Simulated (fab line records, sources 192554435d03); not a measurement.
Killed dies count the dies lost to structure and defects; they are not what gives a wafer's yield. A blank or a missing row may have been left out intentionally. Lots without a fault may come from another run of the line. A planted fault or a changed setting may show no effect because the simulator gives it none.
fab line records -- flow n5-finfet -- part 1 of 2: steps 1 to 27 of 33
record: lots: 5, wafers: 15, last-day: 17
route steps=1938 shown BEOL_M12@1646 BEOL_M13@1659
lots that met no fault: from a run of the same line without faults
start-h: hours from the record's first day to the start of the lot's first wafer shown -- wait-h: time in hours since the lot's previous step -- " as in the row above -- L1.1+2: one row covering several wafers at once -- - no value, or no start was given -- * or withheld: withheld -- < > ~ a bound
route shown NAME@n: a module of which the file shows steps, and the number in the route of the first -- usual: mean and standard deviation over wafers with no fault -- same: alike in all rows -- chamber/n: place in a boat -- sites: per-site readings -- _std_site: how widely they spread, as a standard deviation -- _edge_site: mean of outer sites minus mean of inner sites -- radius-mm: for every site, how far away it sits from the centre of the wafer -- mask NAME#n: copy n -- behind: the most recent tool/chamber to have shaped the wafer -- hold: why the lot was held/for how many hours/how that ended -- device: whichever transistor did not switch (one of n, p or np) -- end of line: the tests these same wafers got at the end of their route -- a step with no rows: only its recipe -- killed: the dies lost at the first sort to structure and to defects; this is not the yield of the wafer -- map: a wafer's dies, marking killed ones x, the rest . and places with no die _
set.NAME: the run value of the setting; set.NAME@STEP: its run value at that earlier step -- model.NAME: the simulator's own value behind a step, which no gauge read
lots seen at some steps along the route; tables by step, rows by wafer
services: from which hour (start-h, from the record's first day; less than 0 if before it) a tool's chamber was out of use, for how many hours, and why
== steps ==
step: N5_BEOL_M12_DEGAS_41
recipe: ambient: vacuum, temp-c: 250, time-s: 60
usual: heater-power-w: 336/40
lot.wafer,tool,chamber,start-h,wait-h,heater-power-w
L078.1,pvd-sputter-02,-,274.39,0.7,296
L078.2,pvd-sputter-02,-,274.39,0.7,282
L078.3,pvd-sputter-02,-,274.39,0.7,386
L084.2,pvd-sputter-02,-,311.88,0.3,301
L084.4,pvd-sputter-02,-,311.88,0.3,372
L084.5,pvd-sputter-02,-,311.88,0.3,301
L088.1,pvd-sputter-01,-,335.49,2.1,384
L088.3,pvd-sputter-01,-,335.49,2.1,343
L088.5,pvd-sputter-01,-,335.49,2.1,379
L095.1,pvd-sputter-01,-,374.30,0.5,370
L095.3,pvd-sputter-01,-,374.30,0.5,345
L095.4,pvd-sputter-01,-,374.30,0.5,248
L096.4,pvd-sputter-03,-,375.71,0.8,366
L096.5,pvd-sputter-03,-,375.71,0.8,351
L096.6,pvd-sputter-03,-,375.71,0.8,304
step: N5_BEOL_M12_PRE_CLEAN_42
recipe: gas: H2/He, time-s: 30, temp-c: 250
usual: heater-power-w: 336/40
lot.wafer,tool,chamber,start-h,wait-h,heater-power-w
L078.1,pvd-sputter-02,-,274.43,0.0,304
L078.2,pvd-sputter-02,-,274.43,0.0,289
L078.3,pvd-sputter-02,-,274.43,0.0,384
L084.2,pvd-sputter-02,-,311.92,0.0,304
L084.4,pvd-sputter-02,-,311.92,0.0,379
L084.5,pvd-sputter-02,-,311.92,0.0,300
L088.1,pvd-sputter-01,-,335.53,0.0,385
L088.3,pvd-sputter-01,-,335.53,0.0,335
L088.5,pvd-sputter-01,-,335.53,0.0,374
L095.1,pvd-sputter-01,-,374.34,0.0,381
L095.3,pvd-sputter-01,-,374.34,0.0,347
L095.4,pvd-sputter-01,-,374.34,0.0,249
L096.4,pvd-sputter-03,-,375.75,0.0,375
L096.5,pvd-sputter-03,-,375.75,0.0,335
L096.6,pvd-sputter-03,-,375.75,0.0,302
step: N5_BEOL_M12_SPUTTER_43
recipe: material: TaN, target-thk-a: 150, temp-c: 50, bias-v: 168.6, power-w: 15000, chamber-pressure-pa: 0.12, time-s: 24.19
usual: cathode-dc-power-W: 15000/2.7, chamber-pressure-pa: 0.11998/0.00023, throttle-valve-pct: 30.4/0.43
lot.wafer,tool,chamber,start-h,wait-h,cathode-dc-power-W,chamber-pressure-pa,throttle-valve-pct
L078.1,pvd-sputter-02,-,274.47,0.0,14994,0.11977,30.5
L078.2,pvd-sputter-02,-,274.47,0.0,14997,0.11987,30.4
L078.3,pvd-sputter-02,-,274.47,0.0,15002,0.11932,31.0
L084.2,pvd-sputter-02,-,311.96,0.0,14997,0.11996,30.5
L084.4,pvd-sputter-02,-,311.96,0.0,15000,0.11966,30.7
L084.5,pvd-sputter-02,-,311.96,0.0,14999,0.12008,30.6
L088.1,pvd-sputter-01,-,335.57,0.0,15002,0.12004,30.8
L088.3,pvd-sputter-01,-,335.57,0.0,14999,0.1199,29.2
L088.5,pvd-sputter-01,-,335.57,0.0,14995,0.12029,30.7
L095.1,pvd-sputter-01,-,374.38,0.0,15000,0.11988,30.8
L095.3,pvd-sputter-01,-,374.38,0.0,14996,0.12015,30.7
L095.4,pvd-sputter-01,-,374.38,0.0,14998,0.12019,30.4
L096.4,pvd-sputter-03,-,375.79,0.0,15001,0.12032,30.5
L096.5,pvd-sputter-03,-,375.79,0.0,14994,0.11984,29.9
L096.6,pvd-sputter-03,-,375.79,0.0,15002,0.12046,30.0
step: N5_BEOL_M12_SPUTTER_44
recipe: material: Ta, target-thk-a: 100, temp-c: 50, bias-v: 80, power-w: 15000, chamber-pressure-pa: 0.07, time-s: 16.13
usual: cathode-dc-power-W: 15000/2.7, chamber-pressure-pa: 0.07/0.00014, throttle-valve-pct: 30.4/0.43
lot.wafer,tool,chamber,start-h,wait-h,cathode-dc-power-W,chamber-pressure-pa,throttle-valve-pct
L078.1,pvd-sputter-02,-,274.55,0.0,14999,0.06988,30.3
L078.2,pvd-sputter-02,-,274.55,0.0,15001,0.0699,30.5
L078.3,pvd-sputter-02,-,274.55,0.0,14999,0.06999,30.8
L084.2,pvd-sputter-02,-,312.04,0.0,15000,0.07,30.4
L084.4,pvd-sputter-02,-,312.04,0.0,15000,0.07002,31.0
L084.5,pvd-sputter-02,-,312.04,0.0,15001,0.06993,30.4
L088.1,pvd-sputter-01,-,335.65,0.0,14998,0.07006,30.7
L088.3,pvd-sputter-01,-,335.65,0.0,15000,0.06981,29.5
L088.5,pvd-sputter-01,-,335.65,0.0,14997,0.07009,31.0
L095.1,pvd-sputter-01,-,374.46,0.0,15002,0.06964,30.8
L095.3,pvd-sputter-01,-,374.46,0.0,14998,0.07013,30.6
L095.4,pvd-sputter-01,-,374.46,0.0,15001,0.0697,30.5
L096.4,pvd-sputter-03,-,375.87,0.0,15001,0.06973,30.4
L096.5,pvd-sputter-03,-,375.87,0.0,14998,0.06984,30.1
L096.6,pvd-sputter-03,-,375.87,0.0,14997,0.07005,30.1
step: N5_BEOL_M12_SPUTTER_45
recipe: material: Cu, target-thk-a: 800, temp-c: -20, bias-v: 60, power-w: 26000, chamber-pressure-pa: 0.13, time-s: 13.33
usual: cathode-dc-power-W: 26000/4.8, chamber-pressure-pa: 0.13003/0.00026, throttle-valve-pct: 30.4/0.43
lot.wafer,tool,chamber,start-h,wait-h,cathode-dc-power-W,chamber-pressure-pa,throttle-valve-pct
L078.1,pvd-sputter-02,-,274.63,0.0,25992,0.13028,30.5
L078.2,pvd-sputter-02,-,274.63,0.0,26000,0.12981,30.3
L078.3,pvd-sputter-02,-,274.63,0.0,26004,0.12975,31.0
L084.2,pvd-sputter-02,-,312.12,0.0,25998,0.13018,30.4
L084.4,pvd-sputter-02,-,312.12,0.0,25996,0.13042,30.7
L084.5,pvd-sputter-02,-,312.12,0.0,26000,0.13012,30.5
L088.1,pvd-sputter-01,-,335.73,0.0,25997,0.13034,30.8
L088.3,pvd-sputter-01,-,335.73,0.0,25997,0.12952,29.6
L088.5,pvd-sputter-01,-,335.73,0.0,26007,0.13023,31.0
L095.1,pvd-sputter-01,-,374.54,0.0,26006,0.12987,30.5
L095.3,pvd-sputter-01,-,374.54,0.0,25998,0.12994,30.5
L095.4,pvd-sputter-01,-,374.54,0.0,26002,0.12981,30.3
L096.4,pvd-sputter-03,-,375.95,0.0,26005,0.12985,30.7
L096.5,pvd-sputter-03,-,375.95,0.0,25998,0.12991,30.0
L096.6,pvd-sputter-03,-,375.95,0.0,25998,0.12948,29.9
step: N5_BEOL_M12_ECD_47
recipe: material: Cu, target-thk-a: 7200
lot.wafer,tool,chamber,start-h,wait-h
L078.1+2+3,ecd-cu-02,"1,0,1",274.75,0.1
L084.2+4+5,ecd-cu-02,0,312.24,0.1
L088.1+3+5,ecd-cu-01,"0,1,0",335.85,0.1
L095.1+3+4,ecd-cu-02,"0,1,0",374.66,0.1
L096.4+5+6,ecd-cu-02,"1,0,1",376.11,0.1
step: N5_BEOL_M12_ANNEAL_48
recipe: temp-c: 225, time-s: 90, ambient: N2
usual: wafer_temp_C_max: 226.2/0.3
lot.wafer,tool,chamber,start-h,wait-h,wafer_temp_C_max
L078.1,rtp-anneal-02,0,274.90,0.1,226.6
L078.2,rtp-anneal-02,0,274.90,0.1,225.9
L078.3,rtp-anneal-02,0,274.90,0.1,226.2
L084.2,rtp-anneal-01,0,313.55,1.3,225.9
L084.4,rtp-anneal-01,0,313.55,1.3,226.1
L084.5,rtp-anneal-01,0,313.55,1.3,226.2
L088.1,rtp-anneal-02,0,335.99,0.1,226.4
L088.3,rtp-anneal-02,0,335.99,0.1,226.8
L088.5,rtp-anneal-02,0,335.99,0.1,226.1
L095.1,rtp-anneal-02,0,374.80,0.1,225.5
L095.3,rtp-anneal-02,0,374.80,0.1,225.7
L095.4,rtp-anneal-02,0,374.80,0.1,225.6
L096.4,rtp-anneal-02,0,376.50,0.4,226.1
L096.5,rtp-anneal-02,0,376.50,0.4,225.7
L096.6,rtp-anneal-02,0,376.50,0.4,225.7
step: N5_BEOL_M12_CMP_49
recipe: stop-on: SiOC, t-overpolish-s: 20.6, down-force-psi: 1, platen-rpm: 50, clearing-platen-down-force-psi: 1.5, clearing-platen-rpm: 50, post-cmp-clean: cu-alkaline, target-thk-nm: 320, clearing-platen-pad-velocity-m-s: 0.99484, pad-velocity-m-s: 0.99484
usual: barrier-field-endpoint-s: 30.4/0.58, clearing-platen-rpm: 49.998/0.029, motor-current-A: 5.9/0.69, overpolish-run-s: 20.600/0.0082, platen-rpm: 50.00/0.034
lot.wafer,tool,chamber,start-h,wait-h,barrier-field-endpoint-s,clearing-platen-rpm,motor-current-A,overpolish-run-s,platen-rpm
L078.1,cmp-03,0,275.19,0.3,30.0,50.010,6.3,20.610,50.01
L078.2,cmp-03,1,275.19,0.3,30.2,49.980,5.2,20.595,50.03
L078.3,cmp-03,2,275.19,0.3,31.0,50.042,6.9,20.591,50.04
L084.2,cmp-03,2,313.89,0.3,30.5,50.035,6.6,20.610,50.02
L084.4,cmp-03,3,313.89,0.3,31.1,49.956,7.5,20.613,50.07
L084.5,cmp-03,0,313.89,0.3,30.5,49.966,6.2,20.596,49.99
L088.3,cmp-04,3,336.33,0.2,30.7,50.011,5.3,20.606,49.95
L088.1,cmp-04,0,336.33,0.2,29.9,49.991,5.9,20.618,50.01
L088.5,cmp-04,2,336.33,0.2,29.7,49.981,6.2,20.594,49.94
L095.4,cmp-02,2,375.28,0.3,31.0,50.005,5.6,20.596,50.08
L095.1,cmp-02,3,375.28,0.3,30.4,50.032,5.9,20.588,49.97
L095.3,cmp-02,0,375.28,0.3,30.8,49.964,5.3,20.605,49.97
L096.4,cmp-04,1,376.91,0.3,30.5,49.994,5.9,20.602,49.99
L096.6,cmp-04,2,376.91,0.3,29.8,50.014,5.8,20.605,50.01
L096.5,cmp-04,3,376.91,0.3,30.4,49.989,5.3,20.596,49.95
step: N5_BEOL_M12_THK_MEAS_50
recipe: thk-meas-gauge: xrf, reads: Cu_of_BEOL_M12_ECD_47
usual: M12_THK: 315/5.5
lot.wafer,tool,chamber,start-h,wait-h,M12_THK[nm]
L078.1,film-metro-02,-,275.49,-,311
L078.2,film-metro-02,-,275.49,-,319
L078.3,film-metro-02,-,275.49,-,318
L084.2,film-metro-02,-,314.11,-,321
L084.4,film-metro-02,-,314.11,-,315
L084.5,film-metro-02,-,314.11,-,320
L088.1,film-metro-02,-,336.58,-,307
L088.3,film-metro-02,-,336.58,-,319
L088.5,film-metro-02,-,336.58,-,318
L095.1,film-metro-02,-,375.54,-,317
L095.3,film-metro-02,-,375.54,-,316
L095.4,film-metro-02,-,375.54,-,311
L096.4,film-metro-01,-,377.10,-,313
L096.5,film-metro-01,-,377.10,-,327
L096.6,film-metro-01,-,377.10,-,323
step: N5_BEOL_M12_PRE_CLEAN_52
recipe: gas: NH3, time-s: 15, temp-c: withheld, rf-power-w: 300
lot.wafer,tool,chamber,start-h,wait-h
L078.1+2+3,pecvd-04,"2,0,1",275.52,0.0
L084.2+4+5,pecvd-03,"1,2,0",314.14,0.0
L088.1+3+5,pecvd-04,"2,0,1",336.62,0.0
L095.1+3+4,pecvd-01,"0,1,0",375.57,0.0
L096.4+5+6,pecvd-01,"0,1,2",377.14,0.0
step: N5_BEOL_M12_DEP_53
recipe: material: SiCN, target-thk-a: 300, temp-c: withheld, precursor: 3MS/NH3, pressure-torr: 3, rf-w: 675, time-s: 10.5
usual: showerhead-plenum-p-Torr: 4.167/0.017, throttle-valve-pct: 17.9/1.1
lot.wafer,tool,chamber,start-h,wait-h,showerhead-plenum-p-Torr,throttle-valve-pct
L078.1,pecvd-04,2,275.55,0.0,4.180,16.9
L078.2,pecvd-04,0,275.55,0.0,4.161,19.9
L078.3,pecvd-04,1,275.55,0.0,4.178,17.4
L084.2,pecvd-03,1,314.17,0.0,4.191,18.2
L084.4,pecvd-03,2,314.17,0.0,4.166,16.2
L084.5,pecvd-03,0,314.17,0.0,4.172,17.2
L088.1,pecvd-04,2,336.65,0.0,4.172,17.3
L088.3,pecvd-04,0,336.65,0.0,4.164,19.7
L088.5,pecvd-04,1,336.65,0.0,4.165,17.0
L095.1,pecvd-01,0,375.60,0.0,4.148,19.4
L095.3,pecvd-01,1,375.60,0.0,4.136,17.8
L095.4,pecvd-01,0,375.60,0.0,4.143,19.6
L096.4,pecvd-01,0,377.17,0.0,4.152,19.5
L096.5,pecvd-01,1,377.17,0.0,4.130,17.5
L096.6,pecvd-01,2,377.17,0.0,4.174,17.9
step: N5_BEOL_M12_RS_MEAS_54
recipe: thk-meas-gauge: four-point-probe, reads: Cu_of_BEOL_M12_ECD_47+Ta_of_BEOL_M12_SPUTTER_44+TaN_of_BEOL_M12_SPUTTER_43
usual: M12_RS: 0.0599/0.0009
lot.wafer,tool,chamber,start-h,wait-h,M12_RS[ohm/sq]
L078.1,film-metro-01,-,275.61,0.0,0.0597
L078.2,film-metro-01,-,275.61,0.0,0.0587
L078.3,film-metro-01,-,275.61,0.0,0.0587
L084.2,film-metro-02,-,314.23,0.0,0.0587
L084.4,film-metro-02,-,314.23,0.0,0.0597
L084.5,film-metro-02,-,314.23,0.0,0.0588
L088.1,film-metro-02,-,336.71,0.0,0.0617
L088.3,film-metro-02,-,336.71,0.0,0.0592
L088.5,film-metro-02,-,336.71,0.0,0.0596
L095.1,film-metro-01,-,375.66,0.0,0.0586
L095.3,film-metro-01,-,375.66,0.0,0.0594
L095.4,film-metro-01,-,375.66,0.0,0.0600
L096.4,film-metro-02,-,377.22,0.0,0.0615
L096.5,film-metro-02,-,377.22,0.0,0.0590
L096.6,film-metro-02,-,377.22,0.0,0.0600
step: N5_BEOL_M12_INSPECT_55
recipe: inspect-instrument: darkfield, mode: post-dep
usual: raw-defect-count: 66/23
lot.wafer,tool,chamber,start-h,wait-h,raw-defect-count
L078.1,defect-inspect-01,-,275.64,0.0,73
L078.2,defect-inspect-01,-,275.64,0.0,73
L078.3,defect-inspect-01,-,275.64,0.0,44
L084.2,defect-inspect-01,-,314.26,0.0,76
L084.4,defect-inspect-01,-,314.26,0.0,80
L084.5,defect-inspect-01,-,314.26,0.0,99
L088.1,defect-inspect-01,-,336.73,0.0,72
L088.3,defect-inspect-01,-,336.73,0.0,29
L088.5,defect-inspect-01,-,336.73,0.0,55
L095.1,defect-inspect-02,-,375.69,0.0,70
L095.3,defect-inspect-02,-,375.69,0.0,75
L095.4,defect-inspect-02,-,375.69,0.0,97
L096.4,defect-inspect-02,-,377.25,0.0,38
L096.5,defect-inspect-02,-,377.25,0.0,38
L096.6,defect-inspect-02,-,377.25,0.0,78
step: N5_BEOL_M13_ILD_DEP_00
recipe: material: SiOC, target-thk-a: 8379.2, temp-c: 350, precursor: DEMS/O2, pressure-torr: 5, rf-w: 500, time-s: 166.4
usual: heater-power-w: 488/79, showerhead-plenum-p-Torr: 5.694/0.015, throttle-valve-pct: 11.8/0.58
lot.wafer,tool,chamber,start-h,wait-h,heater-power-w,showerhead-plenum-p-Torr,throttle-valve-pct
L078.1,pecvd-02,2,275.67,0.0,649,5.666,11.3
L078.2,pecvd-02,1,275.67,0.0,485,5.697,12.3
L078.3,pecvd-02,0,275.67,0.0,471,5.703,12.1
L084.2,pecvd-01,1,314.30,0.0,398,5.667,11.5
L084.4,pecvd-01,2,314.30,0.0,494,5.696,11.9
L084.5,pecvd-01,0,314.30,0.0,460,5.692,13.0
L088.1,pecvd-01,1,336.77,0.0,389,5.675,11.6
L088.3,pecvd-01,2,336.77,0.0,487,5.692,11.8
L088.5,pecvd-01,1,336.77,0.0,428,5.678,11.9
L095.1,pecvd-03,0,375.72,0.0,451,5.702,11.5
L095.3,pecvd-03,1,375.72,0.0,487,5.736,11.7
L095.4,pecvd-03,0,375.72,0.0,466,5.718,11.3
L096.4,pecvd-03,0,377.34,0.1,448,5.696,11.5
L096.5,pecvd-03,0,377.34,0.1,377,5.694,11.2
L096.6,pecvd-03,1,377.34,0.1,592,5.716,11.7
step: N5_BEOL_M13_THK_MEAS_01
recipe: reads: SiOC_of_BEOL_M13_ILD_DEP_00
usual: M13_ILD_THK: 836/11
lot.wafer,tool,chamber,start-h,wait-h,M13_ILD_THK[nm]
L078.1,film-metro-01,-,275.83,0.1,822
L078.2,film-metro-01,-,275.83,0.1,828
L078.3,film-metro-01,-,275.83,0.1,835
L084.2,film-metro-02,-,314.45,0.1,834
L084.4,film-metro-02,-,314.45,0.1,843
L084.5,film-metro-02,-,314.45,0.1,849
L088.1,film-metro-02,-,336.92,0.1,830
L088.3,film-metro-02,-,336.92,0.1,835
L088.5,film-metro-02,-,336.92,0.1,854
L095.1,film-metro-01,-,375.93,0.2,812
L095.3,film-metro-01,-,375.93,0.2,828
L095.4,film-metro-01,-,375.93,0.2,827
L096.4,film-metro-01,-,377.50,0.1,840
L096.5,film-metro-01,-,377.50,0.1,837
L096.6,film-metro-01,-,377.50,0.1,840
step: N5_BEOL_M13_COAT_58
recipe: resist: BARC, temp-c: 205, time-s: 60, spin-rpm: 1500, resist-thk-nm: 89
lot.wafer,tool,chamber,start-h,wait-h
L078.1+2+3,litho-track-05,0,275.86,0.0
L084.2+4+5,litho-track-03,0,314.48,0.0
L088.1+3+5,litho-track-03,0,336.95,0.0
L095.1+3+4,litho-track-01,0,375.97,0.0
L096.4+5+6,litho-track-01,0,377.53,0.0
step: N5_BEOL_M13_COAT_04
recipe: spin-rpm: 1625, resist-thk-nm: 400
lot.wafer,tool,chamber,start-h,wait-h
L078.1+2+3,litho-track-05,0,-,-
L084.2+4+5,litho-track-03,0,-,-
L088.1+3+5,litho-track-03,0,-,-
L095.1+3+4,litho-track-01,0,-,-
L096.4+5+6,litho-track-01,0,-,-
step: N5_BEOL_M13_EBR_06
recipe: solvent: PGMEA, ebr-width-mm: 1.5
lot.wafer,tool,chamber,start-h,wait-h
L078.1+2+3,litho-track-05,0,-,-
L084.2+4+5,litho-track-03,0,-,-
L088.1+3+5,litho-track-03,0,-,-
L095.1+3+4,litho-track-01,0,-,-
L096.4+5+6,litho-track-01,0,-,-
step: N5_BEOL_M13_SOFTBAKE_05
recipe: temp-c: 130, time-s: 60
lot.wafer,tool,chamber,start-h,wait-h
L078.1+2+3,litho-track-05,0,-,-
L084.2+4+5,litho-track-03,0,-,-
L088.1+3+5,litho-track-03,0,-,-
L095.1+3+4,litho-track-01,0,-,-
L096.4+5+6,litho-track-01,0,-,-
step: N5_BEOL_M13_EXPOSE_07
recipe: mask-id: V12, na: 0.93, source-shape: conventional, sigma-outer: 0.6, polarization: unpolarized, attpsm-phase-deg: 180, dose-mj: 24.8
same: na: 0.93
lot.wafer,tool,chamber,start-h,wait-h,mask
L078.1+2+3,krf-scanner-02,0,276.08,-,V12#0
L084.2+4+5,krf-scanner-02,0,314.71,-,V12#0
L088.1+3+5,krf-scanner-01,0,337.05,-,V12#0
L095.1+3+4,krf-scanner-02,0,376.19,-,V12#0
L096.4+5+6,krf-scanner-01,0,377.77,-,V12#0
step: N5_BEOL_M13_PEB_08
recipe: peb-temp-c: 130, peb-time-s: 90
lot.wafer,tool,chamber,start-h,wait-h
L078.1+2+3,litho-track-03,0,276.14,0.1
L084.2+4+5,litho-track-05,0,314.76,0.0
L088.1+3+5,litho-track-05,0,337.11,0.1
L095.1+3+4,litho-track-01,0,376.25,0.1
L096.4+5+6,litho-track-01,0,377.81,0.0
step: N5_BEOL_M13_DEVELOP_09
recipe: develop-time-s: 45, rinse-liquid: diw, dry: air-spin, dev-temp-c: 21
lot.wafer,tool,chamber,start-h,wait-h
L078.1+2+3,litho-track-03,0,-,-
L084.2+4+5,litho-track-05,0,-,-
L088.1+3+5,litho-track-05,0,-,-
L095.1+3+4,litho-track-01,0,-,-
L096.4+5+6,litho-track-01,0,-,-
step: N5_BEOL_M13_HARDBAKE_14
recipe: temp-c: 130, time-s: 120
lot.wafer,tool,chamber,start-h,wait-h
L078.1+2+3,litho-track-03,0,-,-
L084.2+4+5,litho-track-05,0,-,-
L088.1+3+5,litho-track-05,0,-,-
L095.1+3+4,litho-track-01,0,-,-
L096.4+5+6,litho-track-01,0,-,-
step: N5_BEOL_M13_CD_MEAS_10
recipe: target-cd-nm: 190, landing-energy-ev: 500, detector: se-inlens, polarity: opening
usual: cd-nm: 189.7/1.5
same: landing-energy-ev: 500
lot.wafer,tool,chamber,start-h,wait-h,cd-nm
L078.1,cd-sem-02,0,276.26,-,186.7
L078.2,cd-sem-02,0,276.26,-,187.8
L078.3,cd-sem-02,0,276.26,-,188.2
L084.2,cd-sem-02,0,314.88,-,189.6
L084.4,cd-sem-02,0,314.88,-,189.7
L084.5,cd-sem-02,0,314.88,-,190.1
L088.1,cd-sem-01,0,337.23,-,192.0
L088.3,cd-sem-01,0,337.23,-,192.7
L088.5,cd-sem-01,0,337.23,-,192.0
L095.1,cd-sem-01,0,376.36,-,187.5
L095.3,cd-sem-01,0,376.36,-,187.4
L095.4,cd-sem-01,0,376.36,-,187.7
L096.4,cd-sem-03,0,377.93,-,191.3
L096.5,cd-sem-03,0,377.93,-,190.5
L096.6,cd-sem-03,0,377.93,-,191.7
step: N5_BEOL_M13_OVL_MEAS_11
recipe: points-per-wafer: 44
usual: V12_OVL: 0/5.4
lot.wafer,tool,chamber,start-h,wait-h,V12_OVL[nm]
L078.1,overlay-02,0,276.29,0.0,5
L078.2,overlay-02,0,276.29,0.0,-1
L078.3,overlay-02,0,276.29,0.0,0
L084.2,overlay-01,0,314.91,0.0,17
L084.4,overlay-01,0,314.91,0.0,11
L084.5,overlay-01,0,314.91,0.0,6
L088.1,overlay-01,0,337.26,0.0,5
L088.3,overlay-01,0,337.26,0.0,6
L088.5,overlay-01,0,337.26,0.0,3
L095.1,overlay-01,0,376.39,0.0,-2
L095.3,overlay-01,0,376.39,0.0,-4
L095.4,overlay-01,0,376.39,0.0,-7
L096.4,overlay-02,0,377.95,0.0,-4
L096.5,overlay-02,0,377.95,0.0,4
L096.6,overlay-02,0,377.95,0.0,2
step: N5_BEOL_M13_INSPECT_12
recipe: mode: adi, inspect-instrument: macro
usual: raw-defect-count: 2.0/1.2
lot.wafer,tool,chamber,start-h,wait-h,raw-defect-count
L078.1,defect-inspect-01,-,276.31,0.0,2
L078.2,defect-inspect-01,-,276.31,0.0,1
L078.3,defect-inspect-01,-,276.31,0.0,3
L084.2,defect-inspect-01,-,314.93,0.0,1
L084.4,defect-inspect-01,-,314.93,0.0,3
L084.5,defect-inspect-01,-,314.93,0.0,2
L088.1,defect-inspect-02,-,337.28,0.0,2
L088.3,defect-inspect-02,-,337.28,0.0,1
L088.5,defect-inspect-02,-,337.28,0.0,4
L095.1,defect-inspect-01,-,376.42,0.0,0
L095.3,defect-inspect-01,-,376.42,0.0,2
L095.4,defect-inspect-01,-,376.42,0.0,1
L096.4,defect-inspect-01,-,377.98,0.0,1
L096.5,defect-inspect-01,-,377.98,0.0,3
L096.6,defect-inspect-01,-,377.98,0.0,1
step: N5_BEOL_M13_DESCUM_15
recipe: chemistry: O2, time-s: 7.9, source-power-w: 50, bias-power-w: 20, pressure-mtorr: 20, rf-frequency-hz: 2.712e+07, temp-c: 40, o2-flow-sccm: 225
usual: drypump-motor-current-A: 5.9/0.37, oes-product-au: 0.81/0.08, rf-vpp-V: 243.1/1.2, showerhead-plenum-p-Torr: 2.10/0.056, throttle-valve-pct: 20.4/0.32
lot.wafer,tool,chamber,start-h,wait-h,drypump-motor-current-A,oes-product-au,rf-hours-counter-h,rf-vpp-V,showerhead-plenum-p-Torr,throttle-valve-pct
L078.1,rie-diel-03,1,276.74,0.4,6.2,0.72,198,245.4,2.17,20.9
L078.2,rie-diel-03,3,276.74,0.4,6.3,0.73,185,243.1,2.17,20.4
L078.3,rie-diel-03,0,276.74,0.4,5.6,0.85,76,242.8,2.03,19.9
L084.2,rie-diel-03,1,314.96,0.0,6.1,0.71,209,244.9,2.16,20.9
L084.4,rie-diel-03,3,314.96,0.0,6.3,0.72,195,243.5,2.17,20.4
L084.5,rie-diel-03,2,314.96,0.0,6.3,0.86,-,242.9,2.04,20.3
L088.1,rie-diel-03,1,337.32,0.0,6.1,0.70,216,244.0,2.16,20.9
L088.3,rie-diel-03,2,337.32,0.0,6.3,0.84,66,241.9,2.04,20.3
L088.5,rie-diel-03,3,337.32,0.0,6.3,0.72,-,243.1,2.16,20.4
L095.1,rie-diel-04,0,376.55,0.1,6.3,0.83,59,243.3,2.04,20.6
L095.3,rie-diel-04,2,376.55,0.1,5.6,0.76,162,240.7,2.00,20.5
L095.4,rie-diel-04,3,376.55,0.1,5.4,0.73,-,243.0,2.08,20.5
L096.4,rie-diel-06,0,378.36,0.4,5.7,0.86,40,243.7,2.14,20.2
L096.5,rie-diel-06,2,378.36,0.4,5.2,0.76,-,245.1,2.09,20.7
L096.6,rie-diel-06,1,378.36,0.4,5.9,0.93,-,242.8,2.06,20.7
